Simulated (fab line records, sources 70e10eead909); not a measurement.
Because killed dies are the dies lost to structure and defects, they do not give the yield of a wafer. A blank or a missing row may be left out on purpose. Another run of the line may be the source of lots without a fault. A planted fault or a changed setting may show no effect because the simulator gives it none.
Which tool did it? ; flow nand-harc ; 12 lots with 36 wafers sampled at 6 steps, on a route of 1302 steps

## WHAT EACH GAUGE READ, for each wafer
NHARC_A_CHANNEL_FILL_D2_INSPECT_13.
lot;measured;on;raw-defect-count
L075;day 16 00:14;defect-inspect-01;380 290 257
L077;day 16 00:25;defect-inspect-01;212 301 143
L079;day 17 11:17;defect-inspect-01;353 247 501
L081;day 18 19:06;defect-inspect-01;482 485 546
L084;day 19 16:44;defect-inspect-01;423 282 353
L085;day 19 20:07;defect-inspect-01;244 368 297
L087;day 21 01:30;defect-inspect-02;450 433 368
L088;day 21 07:23;defect-inspect-02;460 615 597
L091;day 22 17:32;defect-inspect-01;545 568 351
L093;day 23 03:59;defect-inspect-02;397 437 448
L095;day 24 17:02;defect-inspect-02;475 378 272
L096;day 25 05:56;defect-inspect-01;361 326 499

## WHAT TOOL EACH LOT RAN ON (gives the tool, then ch and the chambers of the sampled wafers, and finally the start)
lot;NHARC_A_CHANNEL_FILL_D1_ETCHBACK_08;NHARC_A_DECK1_JOINT_CMP_02;NHARC_A_CHANNEL_HOLE_D2_ETCH_38;NHARC_A_CHANNEL_HOLE_D2_ETCH_34;NHARC_A_CHANNEL_FILL_D2_STRIP_28
L075;rie-diel-09 ch 1,2, day 12 17:55 or earlier;cmp-01 ch 0,1,3, day 12 17:55;rie-diel-02 ch 1,2,3, day 13 10:37;rie-diel-02 ch 0,1,2, day 15 00:20 or earlier;rie-diel-01 ch 1,2,3, day 15 00:20
L077;rie-diel-09 ch 1,3, day 13 00:30 or earlier;cmp-01 ch 0,1,3, day 13 00:30;rie-diel-02 ch 0,1,2, day 13 19:03;rie-diel-02 ch 1,2, day 15 00:20 or earlier;rie-diel-06 ch 1,2, day 15 00:20
L079;rie-diel-08 ch 0,2,3, day 14 03:29 or earlier;cmp-02 ch 0,1,2, day 14 03:29;rie-diel-04 ch 2,3, day 14 22:22;rie-diel-04 ch 0,1,2, day 16 11:25 or earlier;rie-diel-06 ch 1,2,3, day 16 11:25
L081;rie-diel-12 ch 1,3, day 15 11:02 or earlier;cmp-02 ch 1,2,3, day 15 11:02;rie-diel-04 ch 0,1,2, day 16 06:05;rie-diel-04 ch 0,2,3, day 17 18:26 or earlier;rie-diel-06 ch 0,1,3, day 17 18:26
L084;rie-diel-08 ch 1,2, day 16 07:47 or earlier;cmp-04 ch 1,3, day 16 07:47;rie-diel-02 ch 0,1,3, day 17 03:22;rie-diel-02 ch 0,3, day 18 15:52 or earlier;rie-diel-03 ch 0,1, day 18 15:52
L085;rie-diel-09 ch 0,2,3, day 16 21:26 or earlier;cmp-02 ch 2,3, day 16 21:26;rie-diel-04 ch 0,3, day 17 16:26;rie-diel-04 ch 1,2,3, day 18 20:46 or earlier;rie-diel-06 ch 0,1,2, day 18 20:46
L087;rie-diel-08 ch 0,2,3, day 17 20:28 or earlier;cmp-01 ch 0,1,2, day 17 20:28;rie-diel-04 ch 0,1,2, day 18 17:17;rie-diel-04 ch 1,3, day 20 01:53 or earlier;rie-diel-01 ch 0,1,3, day 20 01:53
L088;rie-diel-09 ch 1,2,3, day 18 03:13 or earlier;cmp-02 ch 0,1,2, day 18 03:13;rie-diel-04 ch 1,2,3, day 18 19:47;rie-diel-04 ch 0,2,3, day 20 07:17 or earlier;rie-diel-06 ch 0,1,3, day 20 07:17
L091;rie-diel-08 ch 1,2,3, day 19 13:38 or earlier;cmp-01 ch 0,2,3, day 19 13:38;rie-diel-02 ch 0,3, day 20 06:24;rie-diel-02 ch 1,2, day 21 14:04 or earlier;rie-diel-06 ch 0,2,3, day 21 14:04
L093;rie-diel-09 ch 0,2,3, day 20 01:58 or earlier;cmp-02 ch 0,1,2, day 20 01:58;rie-diel-04 ch 1,2,3, day 20 19:55;rie-diel-04 ch 0,1,3, day 22 03:46 or earlier;rie-diel-06 ch 1,2,3, day 22 03:46
L095;rie-diel-12 ch 1,2,3, day 21 14:38 or earlier;cmp-01 ch 0,1,3, day 21 14:38;rie-diel-10 ch 0,1,2, day 22 07:40;rie-diel-10 ch 0,1,2, day 23 15:50 or earlier;rie-diel-06 ch 0,2,3, day 23 15:50
L096;rie-diel-12 ch 1,3, day 22 01:37 or earlier;cmp-02 ch 0,2,3, day 22 01:37;rie-diel-04 ch 1,2, day 22 20:38;rie-diel-04 ch 2,3, day 24 03:54 or earlier;rie-diel-06 ch 0,1, day 24 03:54
- NHARC_A_CHANNEL_FILL_D1_ETCHBACK_08: etches the open film in C4F8, target depth 220 nm, time 110 s.
- NHARC_A_DECK1_JOINT_CMP_02: polishes SiOx.
- NHARC_A_CHANNEL_HOLE_D2_ETCH_38: etches the open film in CF4, target depth 39 nm, time 65 s.
- NHARC_A_CHANNEL_HOLE_D2_ETCH_34: etches the open film in CF4/CHF3, target depth 154 nm, time 77 s.
- NHARC_A_CHANNEL_FILL_D2_STRIP_28: strips in O2, time 20 s.

## THE ANSWER, worked out from the rows above alone
Rule: what is usual is taken from the lots themselves. The widest of any qualifying gaps counts: lots, ordered by their means at a reading, are off when they make up no more than a third of the lots, leave a main group of 4 or more, and stand apart from it by 3 or more times the standard deviation of that group's means. The tables above print the reading to a certain number of digits; a main group whose means all agree to those digits is not used. A lot without any number at a reading at which 4 lots or more have one is off too. Any other lot the step has rows for is counted as sound.
No lot is off on any of the readings shown, so nothing can be concluded from this.

## WHAT THE SIMULATOR HAD INSERTED
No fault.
